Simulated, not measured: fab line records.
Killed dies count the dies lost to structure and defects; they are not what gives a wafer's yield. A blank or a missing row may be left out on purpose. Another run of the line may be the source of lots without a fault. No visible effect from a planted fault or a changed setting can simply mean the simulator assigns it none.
fab line records -- flow nandHarc
record: lots: 24, wafers: 72, lastDay: 33
route steps=1302 shown A_WL_FILL@952 A_CONTACT@1008
lots with no fault: from the same line, run without faults
startH: hours from the record's first day to the start of the lot's first wafer shown -- waitH: how many hours have passed since the lot's step before this one -- " as in the row above -- L1.1+2: one row covering several wafers at once -- - value missing, or start not given -- * or withheld: withheld -- < > ~ a bound
route shown NAME@n: names a module that has steps shown in the file, with the first one's number in the route -- usual: mean/standard deviation of fault-free wafers -- same: alike in all rows -- chamber/n: place in a boat -- sites: the reading at each site -- _std_site: the values' standard deviation -- _edge_site: outer sites' mean less inner sites' -- radiusMm: how far each site lies from the wafer's centre -- mask NAME#n: copy n -- behind: tool/chamber where the wafer was last shaped -- hold: why the lot went on hold/how many hours it stayed there/how the hold came to an end -- device: transistor that didn't switch, given as n, p or np -- end of line: the same wafers' tests at the end of the route -- step lacking rows: just its recipe -- killed: count of dies lost to structure and defects at first sort (not the wafer's yield) -- map: a wafer's dies, x killed, . not, _ none there
set.NAME: the setting as run; set.NAME@STEP: as run at that earlier step -- model.NAME: the simulator's own value behind a step, which no gauge read
one table for each step of the route and one row for each wafer, over a sample of lots
services: a tool's chamber out of use, with start hour (startH, from the record's first day; less than 0 if before it), hours out, and reason
== steps ==
step: NHARC_A_WL_FILL_ALD_00
recipe: targetThkA: 30, pulseTimeS: 3, aldCycles: 30, tempC: 300, material: Al2O3
usual: heaterPowerW: 463/56, precursorPulseHeightRel: 1.000/0.021
lot.wafer,tool,chamber,startH,waitH,heaterPowerW,precursorPulseHeightRel,sinceWetCleanH
L074.4,aldHk-03,3,460.62,1.3,380,0.977,58
L074.3,aldHk-03,0,460.62,1.3,441,1.014,58
L074.6,aldHk-03,3,460.62,1.3,378,0.997,-
L075.2,aldHk-03,1,461.06,1.7,489,0.986,58
L075.4,aldHk-03,2,461.06,1.7,450,1.000,58
L075.5,aldHk-03,0,461.06,1.7,452,0.970,-
L076.1,aldHk-03,0,492.25,0.1,436,0.997,89
L076.4,aldHk-03,1,492.25,0.1,501,1.009,89
L076.5,aldHk-03,3,492.25,0.1,388,0.993,-
L078.4,aldHk-03,2,496.93,0.1,448,0.994,94
L078.1,aldHk-03,0,496.93,0.1,446,0.980,94
L078.3,aldHk-03,1,496.93,0.1,507,1.002,94
L077.3,aldHk-04,3,497.10,0.2,472,1.006,53
L077.6,aldHk-04,3,497.10,0.2,481,0.951,-
L077.5,aldHk-04,0,497.10,0.2,522,0.964,-
L079.1,aldHk-03,2,509.84,0.1,450,1.019,107
L079.5,aldHk-03,0,509.84,0.1,442,1.008,-
L079.6,aldHk-03,1,509.84,0.1,502,1.008,-
L081.1,aldHk-04,2,534.15,0.2,380,1.018,90
L081.4,aldHk-04,3,534.15,0.2,479,1.003,90
L081.6,aldHk-04,1,534.15,0.2,522,0.990,-
L082.1,aldHk-03,1,542.30,0.1,522,1.011,139
L082.3,aldHk-03,2,542.30,0.1,439,0.996,139
L082.4,aldHk-03,0,542.30,0.1,442,1.009,139
L080.3,aldHk-02,0,542.35,0.1,533,0.962,1
L080.2,aldHk-02,1,542.35,0.1,511,0.993,1
L080.6,aldHk-02,2,542.35,0.1,403,1.062,-
L083.2,aldHk-04,0,551.34,0.2,528,1.018,107
L083.6,aldHk-04,2,551.34,0.2,370,1.013,-
L083.5,aldHk-04,3,551.34,0.2,471,1.003,-
L085.4,aldHk-04,2,573.87,0.1,373,1.005,130
L085.3,aldHk-04,3,573.87,0.1,465,1.003,130
L085.1,aldHk-04,0,573.87,0.1,514,1.031,130
L086.2,aldHk-03,3,595.91,0.1,367,0.991,15
L086.6,aldHk-03,3,595.91,0.1,370,1.011,-
L086.5,aldHk-03,0,595.91,0.1,446,1.018,-
L087.3,aldHk-02,3,595.93,0.1,546,0.977,54
L087.2,aldHk-02,0,595.93,0.1,523,1.016,54
L087.6,aldHk-02,3,595.93,0.1,545,1.043,-
L084.4,aldHk-03,3,599.64,0.1,379,0.986,19
L084.1,aldHk-03,0,599.64,0.1,461,1.006,19
L084.6,aldHk-03,0,599.64,0.1,446,1.019,-
L088.2,aldHk-02,1,614.88,0.1,508,0.941,73
L088.4,aldHk-02,2,614.88,0.1,400,0.984,73
L088.1,aldHk-02,3,614.88,0.1,531,1.009,73
L090.1,aldHk-03,3,614.90,0.1,362,1.015,34
L090.3,aldHk-03,0,614.90,0.1,454,0.997,34
L090.5,aldHk-03,3,614.90,0.1,368,1.029,-
L091.4,aldHk-02,0,618.63,0.1,513,0.970,77
L091.3,aldHk-02,3,618.63,0.1,544,0.967,77
L091.6,aldHk-02,1,618.63,0.1,507,1.036,-
L089.4,aldHk-03,2,628.69,0.2,450,0.964,48
L089.3,aldHk-03,3,628.69,0.2,371,0.978,48
L089.6,aldHk-03,0,628.69,0.2,454,1.020,-
L092.1,aldHk-02,0,643.95,0.1,519,1.003,102
L092.4,aldHk-02,3,643.95,0.1,528,1.001,102
L092.5,aldHk-02,1,643.95,0.1,525,1.000,-
L094.2,aldHk-04,3,670.29,0.1,489,1.001,48
L094.3,aldHk-04,0,670.29,0.1,529,0.980,48
L094.4,aldHk-04,2,670.29,0.1,390,1.025,48
L093.4,aldHk-02,2,670.33,0.1,408,0.977,129
L093.6,aldHk-02,0,670.33,0.1,515,0.988,-
L093.5,aldHk-02,1,670.33,0.1,517,1.000,-
L095.4,aldHk-02,1,674.71,0.1,516,1.046,133
L095.1,aldHk-02,2,674.71,0.1,394,1.018,133
L095.6,aldHk-02,3,674.71,0.1,544,1.012,-
L096.4,aldHk-04,1,688.14,0.1,488,1.003,66
L096.5,aldHk-04,2,688.14,0.1,372,1.010,-
L096.6,aldHk-04,3,688.14,0.1,494,1.024,-
L097.2,aldHk-03,3,693.83,0.1,379,0.990,113
L097.4,aldHk-03,1,693.83,0.1,490,0.993,113
L097.6,aldHk-03,0,693.83,0.1,464,0.962,-
step: NHARC_A_CONTACT_ETCH_114
recipe: sourceW: withheld, pressureMtorr: 20, biasV: 3000, timeS: 190, targetDepthA: 18500, arFlowSccm: withheld, c4f8FlowSccm: withheld, o2FlowSccm: withheld, chemistry: C4F8/O2/Ar
lot.wafer,tool,chamber,startH,waitH,rfHoursCounterH
L074.3,harCapEtch-02,0,495.70,0.1,-
L074.4,harCapEtch-02,1,495.70,0.1,-
L074.6,harCapEtch-02,1,495.70,0.1,-
L075.2,harCapEtch-03,1,495.84,0.1,41
L075.4,harCapEtch-03,0,495.84,0.1,-
L075.5,harCapEtch-03,1,495.84,0.1,-
L076.1,harCapEtch-01,1,525.00,0.1,0
L076.4,harCapEtch-01,1,525.00,0.1,-
L076.5,harCapEtch-01,0,525.00,0.1,-
L078.1,harCapEtch-03,0,529.00,0.1,48
L078.3,harCapEtch-03,0,529.00,0.1,-
L078.4,harCapEtch-03,1,529.00,0.1,-
L077.3,harCapEtch-02,1,534.88,0.1,-
L077.6,harCapEtch-02,1,534.88,0.1,-
L077.5,harCapEtch-02,0,534.88,0.1,-
L079.1,harCapEtch-02,1,543.41,0.1,93
L079.5,harCapEtch-02,1,543.41,0.1,-
L079.6,harCapEtch-02,0,543.41,0.1,-
L081.1,harCapEtch-02,1,565.93,0.1,97
L081.4,harCapEtch-02,1,565.93,0.1,-
L081.6,harCapEtch-02,0,565.93,0.1,-
L082.1,harCapEtch-03,1,569.19,0.1,55
L082.3,harCapEtch-03,0,569.19,0.1,-
L082.4,harCapEtch-03,1,569.19,0.1,-
L080.2,harCapEtch-01,1,569.29,0.1,9
L080.3,harCapEtch-01,0,569.29,0.1,-
L080.6,harCapEtch-01,0,569.29,0.1,-
L083.2,harCapEtch-02,1,582.91,0.1,101
L083.5,harCapEtch-02,0,582.91,0.1,-
L083.6,harCapEtch-02,1,582.91,0.1,-
L085.1,harCapEtch-02,1,608.99,0.3,105
L085.3,harCapEtch-02,0,608.99,0.3,-
L085.4,harCapEtch-02,1,608.99,0.3,-
L084.1,harCapEtch-01,0,625.19,0.2,15
L084.4,harCapEtch-01,1,625.19,0.2,-
L084.6,harCapEtch-01,0,625.19,0.2,-
L087.2,harCapEtch-02,1,626.18,0.2,107
L087.3,harCapEtch-02,0,626.18,0.2,-
L087.6,harCapEtch-02,1,626.18,0.2,-
L086.2,harCapEtch-03,1,626.45,0.2,64
L086.5,harCapEtch-03,1,626.45,0.2,-
L086.6,harCapEtch-03,0,626.45,0.2,-
L091.4,harCapEtch-02,1,645.58,0.1,-
L091.3,harCapEtch-02,0,645.58,0.1,-
L091.6,harCapEtch-02,1,645.58,0.1,-
L090.1,harCapEtch-03,0,646.99,0.1,68
L090.3,harCapEtch-03,1,646.99,0.1,-
L090.5,harCapEtch-03,0,646.99,0.1,-
L088.2,harCapEtch-01,1,648.41,0.1,21
L088.1,harCapEtch-01,0,648.41,0.1,21
L088.4,harCapEtch-01,0,648.41,0.1,-
L089.3,harCapEtch-01,1,664.37,0.1,-
L089.4,harCapEtch-01,0,664.37,0.1,-
L089.6,harCapEtch-01,1,664.37,0.1,-
L092.1,harCapEtch-02,1,674.33,0.1,118
L092.4,harCapEtch-02,1,674.33,0.1,-
L092.5,harCapEtch-02,1,674.33,0.1,-
L093.4,harCapEtch-01,1,696.53,0.1,-
L093.5,harCapEtch-01,0,696.53,0.1,-
L093.6,harCapEtch-01,1,696.53,0.1,-
L094.2,harCapEtch-02,0,696.77,0.1,122
L094.3,harCapEtch-02,0,696.77,0.1,-
L094.4,harCapEtch-02,1,696.77,0.1,-
L095.1,harCapEtch-03,0,701.78,0.1,78
L095.4,harCapEtch-03,0,701.78,0.1,-
L095.6,harCapEtch-03,0,701.78,0.1,-
L096.4,harCapEtch-01,1,716.62,0.1,-
L096.6,harCapEtch-01,1,716.62,0.1,-
L096.5,harCapEtch-01,0,716.62,0.1,-
L097.2,harCapEtch-02,1,724.89,0.2,127
L097.4,harCapEtch-02,1,724.89,0.2,-
L097.6,harCapEtch-02,0,724.89,0.2,-
step: NHARC_A_CONTACT_ETCH_119
recipe: sourceW: withheld, pressureMtorr: 20, biasV: 3000, timeS: 190, targetDepthA: 18500, arFlowSccm: withheld, c4f8FlowSccm: withheld, o2FlowSccm: withheld, chemistry: C4F8/O2/Ar
lot.wafer,tool,chamber,startH,waitH,rfHoursCounterH
L074.3,harCapEtch-02,0,496.56,0.1,-
L074.4,harCapEtch-02,1,496.56,0.1,-
L074.6,harCapEtch-02,1,496.56,0.1,-
L075.2,harCapEtch-03,1,496.70,0.1,42
L075.4,harCapEtch-03,0,496.70,0.1,-
L075.5,harCapEtch-03,1,496.70,0.1,-
L076.1,harCapEtch-01,1,525.86,0.1,1
L076.4,harCapEtch-01,1,525.86,0.1,-
L076.5,harCapEtch-01,0,525.86,0.1,-
L078.1,harCapEtch-03,0,529.85,0.1,48
L078.3,harCapEtch-03,0,529.85,0.1,-
L078.4,harCapEtch-03,1,529.85,0.1,-
L077.3,harCapEtch-02,1,535.74,0.1,-
L077.6,harCapEtch-02,1,535.74,0.1,-
L077.5,harCapEtch-02,0,535.74,0.1,-
L079.1,harCapEtch-02,1,544.55,0.2,94
L079.5,harCapEtch-02,1,544.55,0.2,-
L079.6,harCapEtch-02,0,544.55,0.2,-
L081.1,harCapEtch-02,1,566.78,0.1,98
L081.4,harCapEtch-02,1,566.78,0.1,-
L081.6,harCapEtch-02,0,566.78,0.1,-
L082.1,harCapEtch-03,1,570.05,0.1,56
L082.3,harCapEtch-03,0,570.05,0.1,-
L082.4,harCapEtch-03,1,570.05,0.1,-
L080.2,harCapEtch-01,1,570.14,0.1,9
L080.3,harCapEtch-01,0,570.14,0.1,-
L080.6,harCapEtch-01,0,570.14,0.1,-
L083.2,harCapEtch-02,1,583.76,0.1,102
L083.5,harCapEtch-02,0,583.76,0.1,-
L083.6,harCapEtch-02,1,583.76,0.1,-
L085.1,harCapEtch-02,1,610.51,0.3,105
L085.3,harCapEtch-02,0,610.51,0.3,-
L085.4,harCapEtch-02,1,610.51,0.3,-
L084.1,harCapEtch-01,0,626.34,0.2,16
L084.4,harCapEtch-01,1,626.34,0.2,-
L084.6,harCapEtch-01,0,626.34,0.2,-
L087.2,harCapEtch-02,1,627.31,0.2,108
L087.3,harCapEtch-02,0,627.31,0.2,-
L087.6,harCapEtch-02,1,627.31,0.2,-
L086.2,harCapEtch-03,1,627.59,0.2,65
L086.5,harCapEtch-03,1,627.59,0.2,-
L086.6,harCapEtch-03,0,627.59,0.2,-
L091.4,harCapEtch-02,1,646.44,0.1,-
L091.3,harCapEtch-02,0,646.44,0.1,-
L091.6,harCapEtch-02,1,646.44,0.1,-
L090.1,harCapEtch-03,0,647.84,0.1,69
L090.3,harCapEtch-03,1,647.84,0.1,-
L090.5,harCapEtch-03,0,647.84,0.1,-
L088.2,harCapEtch-01,1,649.26,0.1,21
L088.1,harCapEtch-01,0,649.26,0.1,21
L088.4,harCapEtch-01,0,649.26,0.1,-
L089.3,harCapEtch-01,1,665.22,0.1,-
L089.4,harCapEtch-01,0,665.22,0.1,-
L089.6,harCapEtch-01,1,665.22,0.1,-
L092.1,harCapEtch-02,1,675.18,0.1,119
L092.4,harCapEtch-02,1,675.18,0.1,-
L092.5,harCapEtch-02,1,675.18,0.1,-
L093.4,harCapEtch-01,1,697.39,0.1,-
L093.5,harCapEtch-01,0,697.39,0.1,-
L093.6,harCapEtch-01,1,697.39,0.1,-
L094.2,harCapEtch-02,0,697.62,0.1,123
L094.3,harCapEtch-02,0,697.62,0.1,-
L094.4,harCapEtch-02,1,697.62,0.1,-
L095.1,harCapEtch-03,0,702.64,0.1,79
L095.4,harCapEtch-03,0,702.64,0.1,-
L095.6,harCapEtch-03,0,702.64,0.1,-
L096.4,harCapEtch-01,1,717.74,0.1,-
L096.6,harCapEtch-01,1,717.74,0.1,-
L096.5,harCapEtch-01,0,717.74,0.1,-
L097.2,harCapEtch-02,1,726.04,0.2,128
L097.4,harCapEtch-02,1,726.04,0.2,-
L097.6,harCapEtch-02,0,726.04,0.2,-
step: NHARC_A_CONTACT_ETCH_123
recipe: sourceW: withheld, pressureMtorr: 20, biasV: 400, timeS: 490, targetDepthA: 21100, arFlowSccm: withheld, c4f8FlowSccm: 11.5, o2FlowSccm: 7.2, chemistry: C4F8/O2/Ar
lot.wafer,tool,chamber,startH,waitH,rfHoursCounterH
L074.3,harCapEtch-02,0,497.36,0.3,-
L074.4,harCapEtch-02,1,497.36,0.3,-
L074.6,harCapEtch-02,1,497.36,0.3,-
L075.2,harCapEtch-03,1,497.44,0.2,42
L075.4,harCapEtch-03,0,497.44,0.2,-
L075.5,harCapEtch-03,1,497.44,0.2,-
L076.1,harCapEtch-01,1,526.60,0.2,2
L076.4,harCapEtch-01,1,526.60,0.2,-
L076.5,harCapEtch-01,0,526.60,0.2,-
L078.1,harCapEtch-03,0,530.54,0.1,49
L078.3,harCapEtch-03,0,530.54,0.1,-
L078.4,harCapEtch-03,1,530.54,0.1,-
L077.3,harCapEtch-02,1,536.54,0.3,-
L077.6,harCapEtch-02,1,536.54,0.3,-
L077.5,harCapEtch-02,0,536.54,0.3,-
L079.1,harCapEtch-02,1,545.47,0.2,95
L079.5,harCapEtch-02,1,545.47,0.2,-
L079.6,harCapEtch-02,0,545.47,0.2,-
L081.1,harCapEtch-02,1,567.53,0.2,98
L081.4,harCapEtch-02,1,567.53,0.2,-
L081.6,harCapEtch-02,0,567.53,0.2,-
L082.1,harCapEtch-03,1,570.79,0.2,57
L082.3,harCapEtch-03,0,570.79,0.2,-
L082.4,harCapEtch-03,1,570.79,0.2,-
L080.2,harCapEtch-01,1,570.83,0.1,10
L080.3,harCapEtch-01,0,570.83,0.1,-
L080.6,harCapEtch-01,0,570.83,0.1,-
L083.2,harCapEtch-02,1,584.50,0.2,102
L083.5,harCapEtch-02,0,584.50,0.2,-
L083.6,harCapEtch-02,1,584.50,0.2,-
L085.1,harCapEtch-02,1,611.82,0.4,106
L085.3,harCapEtch-02,0,611.82,0.4,-
L085.4,harCapEtch-02,1,611.82,0.4,-
L084.1,harCapEtch-01,0,627.25,0.2,17
L084.4,harCapEtch-01,1,627.25,0.2,-
L084.6,harCapEtch-01,0,627.25,0.2,-
L087.2,harCapEtch-02,1,628.22,0.2,108
L087.3,harCapEtch-02,0,628.22,0.2,-
L087.6,harCapEtch-02,1,628.22,0.2,-
L086.2,harCapEtch-03,1,628.50,0.2,66
L086.5,harCapEtch-03,1,628.50,0.2,-
L086.6,harCapEtch-03,0,628.50,0.2,-
L091.4,harCapEtch-02,1,647.24,0.3,-
L091.3,harCapEtch-02,0,647.24,0.3,-
L091.6,harCapEtch-02,1,647.24,0.3,-
L090.1,harCapEtch-03,0,648.52,0.1,70
L090.3,harCapEtch-03,1,648.52,0.1,-
L090.5,harCapEtch-03,0,648.52,0.1,-
L088.2,harCapEtch-01,1,649.94,0.1,22
L088.1,harCapEtch-01,0,649.94,0.1,22
L088.4,harCapEtch-01,0,649.94,0.1,-
L089.3,harCapEtch-01,1,666.02,0.3,-
L089.4,harCapEtch-01,0,666.02,0.3,-
L089.6,harCapEtch-01,1,666.02,0.3,-
L092.1,harCapEtch-02,1,675.87,0.1,120
L092.4,harCapEtch-02,1,675.87,0.1,-
L092.5,harCapEtch-02,1,675.87,0.1,-
L093.4,harCapEtch-01,1,698.25,0.3,-
L093.5,harCapEtch-01,0,698.25,0.3,-
L093.6,harCapEtch-01,1,698.25,0.3,-
L094.2,harCapEtch-02,0,698.30,0.1,123
L094.3,harCapEtch-02,0,698.30,0.1,-
L094.4,harCapEtch-02,1,698.30,0.1,-
L095.1,harCapEtch-03,0,703.38,0.2,80
L095.4,harCapEtch-03,0,703.38,0.2,-
L095.6,harCapEtch-03,0,703.38,0.2,-
L096.4,harCapEtch-01,1,718.54,0.3,-
L096.6,harCapEtch-01,1,718.54,0.3,-
L096.5,harCapEtch-01,0,718.54,0.3,-
L097.2,harCapEtch-02,1,726.95,0.2,129
L097.4,harCapEtch-02,1,726.95,0.2,-
L097.6,harCapEtch-02,0,726.95,0.2,-
step: NHARC_A_CONTACT_CD_MEAS_69
recipe: targetCdNm: 300, landingEnergyEv: 500
usual: cdNm: 300.0/0.51
lot.wafer,tool,chamber,startH,waitH,cdNm
L074.3,cdSem-03,0,503.82,-,299.7
L074.4,cdSem-03,0,503.82,-,300.2
L074.6,cdSem-03,0,503.82,-,300.0
L075.2,cdSem-03,0,504.28,-,299.1
L075.4,cdSem-03,0,504.28,-,299.3
L075.5,cdSem-03,0,504.28,-,299.3
L076.1,cdSem-03,0,534.29,-,299.3
L076.4,cdSem-03,0,534.29,-,299.9
L076.5,cdSem-03,0,534.29,-,300.2
L078.1,cdSem-02,0,537.11,-,300.0
L078.3,cdSem-02,0,537.11,-,299.5
L078.4,cdSem-02,0,537.11,-,300.3
L077.3,cdSem-01,0,543.69,-,300.4
L077.5,cdSem-01,0,543.69,-,299.7
L077.6,cdSem-01,0,543.69,-,300.2
L079.1,cdSem-03,0,552.63,-,299.8
L079.5,cdSem-03,0,552.63,-,300.3
L079.6,cdSem-03,0,552.63,-,300.9
L081.1,cdSem-01,0,573.69,-,300.1
L081.4,cdSem-01,0,573.69,-,299.6
L081.6,cdSem-01,0,573.69,-,299.8
L082.1,cdSem-02,0,578.67,-,300.4
L082.3,cdSem-02,0,578.67,-,299.3
L082.4,cdSem-02,0,578.67,-,300.2
L080.2,cdSem-02,0,579.15,-,299.5
L080.3,cdSem-02,0,579.15,-,299.4
L080.6,cdSem-02,0,579.15,-,300.1
L083.2,cdSem-01,0,592.12,-,299.7
L083.5,cdSem-01,0,592.12,-,299.7
L083.6,cdSem-01,0,592.12,-,300.6
L085.1,cdSem-02,0,618.16,-,299.9
L085.3,cdSem-02,0,618.16,-,300.4
L085.4,cdSem-02,0,618.16,-,299.7
L084.1,cdSem-01,0,633.98,-,300.1
L084.4,cdSem-01,0,633.98,-,299.8
L084.6,cdSem-01,0,633.98,-,300.1
L087.2,cdSem-01,0,634.63,-,300.2
L087.3,cdSem-01,0,634.63,-,300.5
L087.6,cdSem-01,0,634.63,-,300.8
L086.2,cdSem-01,0,635.40,-,299.9
L086.5,cdSem-01,0,635.40,-,300.4
L086.6,cdSem-01,0,635.40,-,300.6
L091.3,cdSem-02,0,654.95,-,299.6
L091.4,cdSem-02,0,654.95,-,299.8
L091.6,cdSem-02,0,654.95,-,299.3
L090.1,cdSem-02,0,658.18,-,300.2
L090.3,cdSem-02,0,658.18,-,299.9
L090.5,cdSem-02,0,658.18,-,299.7
L088.1,cdSem-01,0,662.21,-,299.8
L088.2,cdSem-01,0,662.21,-,300.1
L088.4,cdSem-01,0,662.21,-,299.6
L089.3,cdSem-03,0,676.14,-,299.9
L089.4,cdSem-03,0,676.14,-,299.9
L089.6,cdSem-03,0,676.14,-,300.1
L092.1,cdSem-01,0,682.51,-,299.8
L092.4,cdSem-01,0,682.51,-,300.8
L092.5,cdSem-01,0,682.51,-,300.5
L093.4,cdSem-02,0,704.29,-,299.9
L093.5,cdSem-02,0,704.29,-,299.9
L093.6,cdSem-02,0,704.29,-,299.7
L094.2,cdSem-03,0,704.66,-,300.4
L094.3,cdSem-03,0,704.66,-,300.8
L094.4,cdSem-03,0,704.66,-,300.3
L095.1,cdSem-03,0,716.14,-,299.7
L095.4,cdSem-03,0,716.14,-,300.0
L095.6,cdSem-03,0,716.14,-,299.4
L096.4,cdSem-03,0,724.43,-,300.6
L096.5,cdSem-03,0,724.43,-,300.6
L096.6,cdSem-03,0,724.43,-,300.2
L097.2,cdSem-03,0,736.17,-,299.6
L097.4,cdSem-03,0,736.17,-,299.4
L097.6,cdSem-03,0,736.17,-,299.8
step: NHARC_A_CONTACT_ETCH_126
recipe: sourceW: withheld, pressureMtorr: 20, biasV: 3000, timeS: 197, targetDepthA: 19180, arFlowSccm: withheld, c4f8FlowSccm: withheld, o2FlowSccm: withheld, chemistry: C4F8/O2/Ar
lot.wafer,tool,chamber,startH,waitH,rfHoursCounterH
L074.4,harCapEtch-02,0,506.33,0.1,-
L074.3,harCapEtch-02,1,506.33,0.1,-
L074.6,harCapEtch-02,1,506.33,0.1,-
L075.2,harCapEtch-03,1,506.41,0.1,44
L075.4,harCapEtch-03,0,506.41,0.1,-
L075.5,harCapEtch-03,0,506.41,0.1,-
L076.1,harCapEtch-01,0,536.42,0.1,3
L076.4,harCapEtch-01,1,536.42,0.1,-
L076.5,harCapEtch-01,0,536.42,0.1,-
L078.1,harCapEtch-03,1,539.35,0.2,50
L078.3,harCapEtch-03,1,539.35,0.2,-
L078.4,harCapEtch-03,0,539.35,0.2,-
L077.3,harCapEtch-03,0,545.86,0.1,-
L077.6,harCapEtch-03,1,545.86,0.1,-
L077.5,harCapEtch-03,0,545.86,0.1,-
L079.1,harCapEtch-03,1,554.77,0.1,53
L079.6,harCapEtch-03,0,554.77,0.1,-
L079.5,harCapEtch-03,1,554.77,0.1,-
L081.1,harCapEtch-02,0,575.79,0.1,99
L081.4,harCapEtch-02,1,575.79,0.1,-
L081.6,harCapEtch-02,0,575.79,0.1,-
L082.1,harCapEtch-03,0,580.80,0.1,57
L082.3,harCapEtch-03,1,580.80,0.1,-
L082.4,harCapEtch-03,0,580.80,0.1,-
L080.2,harCapEtch-01,0,581.24,0.1,11
L080.3,harCapEtch-01,1,581.24,0.1,-
L080.6,harCapEtch-01,0,581.24,0.1,-
L083.2,harCapEtch-03,0,594.22,0.1,60
L083.6,harCapEtch-03,0,594.22,0.1,-
L083.5,harCapEtch-03,1,594.22,0.1,-
L085.1,harCapEtch-03,0,620.29,0.1,62
L085.3,harCapEtch-03,1,620.29,0.1,-
L085.4,harCapEtch-03,0,620.29,0.1,-
L084.1,harCapEtch-02,1,638.71,0.1,109
L084.4,harCapEtch-02,0,638.71,0.1,-
L084.6,harCapEtch-02,1,638.71,0.1,-
L087.2,harCapEtch-03,1,640.39,0.1,66
L087.3,harCapEtch-03,0,640.39,0.1,-
L087.6,harCapEtch-03,1,640.39,0.1,-
L086.2,harCapEtch-01,1,641.12,0.2,19
L086.5,harCapEtch-01,0,641.12,0.2,-
L086.6,harCapEtch-01,1,641.12,0.2,-
L091.3,harCapEtch-02,1,657.20,0.1,-
L091.4,harCapEtch-02,0,657.20,0.1,-
L091.6,harCapEtch-02,1,657.20,0.1,-
L090.1,harCapEtch-03,0,660.32,0.1,72
L090.3,harCapEtch-03,0,660.32,0.1,-
L090.5,harCapEtch-03,0,660.32,0.1,-
L088.2,harCapEtch-02,0,665.07,0.1,116
L088.1,harCapEtch-02,1,665.07,0.1,116
L088.4,harCapEtch-02,0,665.07,0.1,-
L089.3,harCapEtch-03,0,678.29,0.1,-
L089.4,harCapEtch-03,1,678.29,0.1,-
L089.6,harCapEtch-03,1,678.29,0.1,-
L092.1,harCapEtch-01,1,684.62,0.1,29
L092.4,harCapEtch-01,0,684.62,0.1,-
L092.5,harCapEtch-01,1,684.62,0.1,-
L093.4,harCapEtch-01,0,706.93,0.1,-
L093.5,harCapEtch-01,0,706.93,0.1,-
L093.6,harCapEtch-01,1,706.93,0.1,-
L094.2,harCapEtch-02,1,707.09,0.2,124
L094.4,harCapEtch-02,1,707.09,0.2,-
L094.3,harCapEtch-02,0,707.09,0.2,-
L095.1,harCapEtch-03,1,718.33,0.1,82
L095.4,harCapEtch-03,1,718.33,0.1,-
L095.6,harCapEtch-03,1,718.33,0.1,-
L096.4,harCapEtch-03,0,726.90,0.1,-
L096.5,harCapEtch-03,1,726.90,0.1,-
L096.6,harCapEtch-03,0,726.90,0.1,-
L097.2,harCapEtch-02,0,738.28,0.1,129
L097.4,harCapEtch-02,0,738.28,0.1,-
L097.6,harCapEtch-02,1,738.28,0.1,-
== services ==
tool,chamber,startH,hours,kind
harCapEtch-01,-,448.76,4.0,repair
aldHk-04,-,490.52,1.6,repair
harCapEtch-01,-,497.00,17.0,pm
harCapEtch-01,0,497.00,17.0,ventCycle
harCapEtch-01,1,497.00,17.0,ventCycle
harCapEtch-01,0,514.00,-,clean
harCapEtch-01,1,514.00,-,clean
aldHk-02,-,531.74,10.0,pm
aldHk-02,0,531.74,10.0,ventCycle
aldHk-02,1,531.74,10.0,ventCycle
aldHk-02,-,565.07,0.7,repair
aldHk-03,-,570.97,10.0,pm
aldHk-03,0,570.97,10.0,ventCycle
aldHk-03,1,570.97,10.0,ventCycle
aldHk-03,2,570.97,10.0,ventCycle
aldHk-03,3,570.97,10.0,ventCycle
aldHk-03,0,580.97,-,clean
aldHk-03,1,580.97,-,clean
aldHk-03,2,580.97,-,clean
aldHk-03,3,580.97,-,clean
aldHk-04,-,594.29,0.8,repair
aldHk-04,-,612.18,10.0,pm
harCapEtch-02,-,683.72,0.6,repair
aldHk-02,-,709.74,10.0,pm
== key ==
fault none
